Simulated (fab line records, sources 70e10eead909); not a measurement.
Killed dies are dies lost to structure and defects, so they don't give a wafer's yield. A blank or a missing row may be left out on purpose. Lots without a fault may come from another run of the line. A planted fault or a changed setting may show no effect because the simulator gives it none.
Chamber matching | flow nand_harc | NHARC_A_STAIRCASE_DEP_301 on pecvd-01: 3 sister chambers
The step deposits SiON, target thk 30 nm. 18 wafers are shown with their chamber, then 9 later ones without.

WAFERS WITH THEIR CHAMBER
wafer  | chamber | heater_power_w (W) | rf_fwd_power_W (W)
L075.2 | 0       | 644                | 349.1
L075.3 | 1       | 609                | 348.3
L075.4 | 1       | 613                | 347.1
L080.2 | 1       | 575                | 350.8
L080.3 | 0       | 712                | 347.3
L080.4 | 0       | 725                | 346.2
L079.1 | 2       | 924                | 348.0
L079.2 | 1       | 660                | 348.7
L079.5 | 0       | 674                | 346.4
L082.1 | 0       | 743                | 347.1
L082.2 | 1       | 551                | 349.0
L082.3 | 2       | 906                | 348.2
L082.4 | 1       | 563                | 349.0
L082.5 | 0       | 734                | 347.5
L082.6 | 2       | 935                | 347.8
L081.2 | 1       | 611                | 349.1
L081.4 | 0       | 668                | 349.6
L081.5 | 1       | 595                | 349.9

SIGNATURES (means of the wafers above)
reading        | chamber 0 | chamber 1 | chamber 2 | scatter within a chamber
heater_power_w | 700.00    | 597.12    | 921.67    | 34
rf_fwd_power_W | 347.600   | 348.988   | 348.000   | 1.11
Rule: a wafer's distance from a chamber is the root of the sum, over the readings, of the square of ((its reading less the chamber's mean) divided by the reading's scatter). The wafer belongs to the nearest chamber; if the next one is less than 2 further off, it can't be placed. The scatter: the root of (the sum of the squares of (reading less its chamber's mean) over the shown wafers, divided by (wafers less chambers)).

WAFERS WITHOUT THEIR CHAMBER
wafer  | heater_power_w (W) | rf_fwd_power_W (W)
L085.1 | 748                | 347.6
L085.2 | 560                | 347.7
L085.3 | 889                | 348.9
L089.2 | 642                | 350.1
L089.3 | 605                | 348.6
L089.5 | 656                | 347.3
L094.1 | 716                | 348.5
L094.3 | 887                | 347.5
L094.5 | 695                | 348.1

WHICH CHAMBER EACH WENT THROUGH
wafer  | from the rows above     | in truth
L085.1 | 0                       | 0
L085.2 | 1                       | 1
L085.3 | 2                       | 2
L089.2 | can't be placed: 1 or 0 | 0
L089.3 | 1                       | 1
L089.5 | can't be placed: 0 or 1 | 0
L094.1 | 0                       | 0
L094.3 | 2                       | 2
L094.5 | 0                       | 0
Placed correctly: 7 of 9. Can't be placed from these rows: 2 (the true chamber is among the candidates in 2). Placed wrongly: 0.
